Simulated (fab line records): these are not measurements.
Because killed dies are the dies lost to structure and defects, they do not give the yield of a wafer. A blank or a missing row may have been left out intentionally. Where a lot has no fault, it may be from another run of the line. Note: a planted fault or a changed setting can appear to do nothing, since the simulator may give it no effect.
Matching of chambers :: flow n5_finfet :: N5_BEOL_M10_ALD_74 on ald_metal-04 has 4 sister chambers
The step deposits TaN, target thk 2 nm, pulse time 2 s, purge time 3 s. 4 wafers are shown with their chamber, then 12 later ones without.

## WAFERS WITH THEIR CHAMBER
wafer: L079.2
chamber: 2
heater_power_w (W): 443

wafer: L091.4
chamber: 3
heater_power_w (W): 418

wafer: L091.5
chamber: 1
heater_power_w (W): 406

wafer: L091.6
chamber: 0
heater_power_w (W): 427

## WAFERS WITHOUT THEIR CHAMBER
wafer: L092.1
heater_power_w (W): 431

wafer: L092.2
heater_power_w (W): 407

wafer: L092.5
heater_power_w (W): 421

wafer: L090.2
heater_power_w (W): 464

wafer: L090.3
heater_power_w (W): 418

wafer: L090.4
heater_power_w (W): 406

wafer: L093.2
heater_power_w (W): 452

wafer: L093.4
heater_power_w (W): 411

wafer: L093.5
heater_power_w (W): 462

wafer: L094.2
heater_power_w (W): 429

wafer: L094.4
heater_power_w (W): 456

wafer: L094.5
heater_power_w (W): 419

## CHAMBER TAKEN BY EACH
wafer: L092.1
from the rows above: can't be placed: 0 or 2 or 3
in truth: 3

wafer: L092.2
from the rows above: can't be placed: 1 or 3 or 0
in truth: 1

wafer: L092.5
from the rows above: can't be placed: 3 or 0 or 1 or 2
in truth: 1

wafer: L090.2
from the rows above: can't be placed: 2 or 0
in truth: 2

wafer: L090.3
from the rows above: can't be placed: 3 or 0 or 1
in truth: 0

wafer: L090.4
from the rows above: can't be placed: 1 or 3
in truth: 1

wafer: L093.2
from the rows above: can't be placed: 2 or 0
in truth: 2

wafer: L093.4
from the rows above: can't be placed: 1 or 3 or 0
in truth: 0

wafer: L093.5
from the rows above: can't be placed: 2 or 0
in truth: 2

wafer: L094.2
from the rows above: can't be placed: 0 or 3 or 2
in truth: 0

wafer: L094.4
from the rows above: can't be placed: 2 or 0
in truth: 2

wafer: L094.5
from the rows above: can't be placed: 3 or 0 or 1
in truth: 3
0 of 12 placed correctly. Not placeable from these rows: 12 (in 12, the candidates include the true chamber). Placed wrongly: 0.
How it was worked out, from the rows above alone: a wafer's distance from a chamber is the root of the sum, over the readings, of the square of ((its reading less the chamber's mean) divided by the reading's scatter). The wafer belongs to the nearest chamber; if the next one is less than 2 further off, it can't be placed. A chamber's mean is the mean of its shown wafers. The scatter (one wafer shown for each chamber): square how far every hidden wafer sits from the nearest shown wafer, average those squares and take the square root.
